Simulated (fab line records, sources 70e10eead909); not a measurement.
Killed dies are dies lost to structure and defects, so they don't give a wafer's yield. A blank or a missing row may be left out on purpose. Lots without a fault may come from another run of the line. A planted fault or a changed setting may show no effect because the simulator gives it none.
Chamber matching | flow nand_harc | NHARC_P_M1_DESCUM_14 on rie_diel-08: 4 sister chambers
The step chemistry O2, time 3 s. 8 wafers are shown with their chamber, then 7 later ones without.

WAFERS WITH THEIR CHAMBER
wafer  | chamber | showerhead_plenum_p_Torr (Torr) | drypump_motor_current_A (A)
L081.1 | 3       | 1.94                            | 6.4
L082.5 | 2       | 1.80                            | 6.2
L082.6 | 3       | 1.94                            | 6.4
L086.2 | 0       | 2.01                            | 5.8
L086.5 | 1       | 1.83                            | 5.4
L086.6 | 2       | 1.79                            | 6.2
L088.2 | 0       | 2.01                            | 5.8
L088.4 | 1       | 1.83                            | 5.3

WAFERS WITHOUT THEIR CHAMBER
wafer  | showerhead_plenum_p_Torr (Torr) | drypump_motor_current_A (A)
L088.5 | 1.79                            | 6.2
L093.3 | 1.79                            | 6.2
L093.5 | 1.79                            | 6.2
L093.6 | 1.83                            | 5.4
L095.3 | 1.83                            | 5.3
L095.4 | 1.79                            | 6.2
L095.6 | 1.79                            | 6.2

WHICH CHAMBER EACH WENT THROUGH
wafer  | from the rows above | in truth
L088.5 | 2                   | 2
L093.3 | 2                   | 2
L093.5 | 2                   | 2
L093.6 | 1                   | 1
L095.3 | 1                   | 1
L095.4 | 2                   | 2
L095.6 | 2                   | 2
Placed correctly: 7 of 7. Can't be placed from these rows: 0. Placed wrongly: 0.
How it was worked out, from the rows above alone: a wafer's distance from a chamber is the root of the sum, over the readings, of the square of ((its reading less the chamber's mean) divided by the reading's scatter). The wafer belongs to the nearest chamber; if the next one is less than 2 further off, it can't be placed. A chamber's mean is the mean of its shown wafers. The scatter: the root of (the sum of the squares of (reading less its chamber's mean) over the shown wafers, divided by (wafers less chambers)).
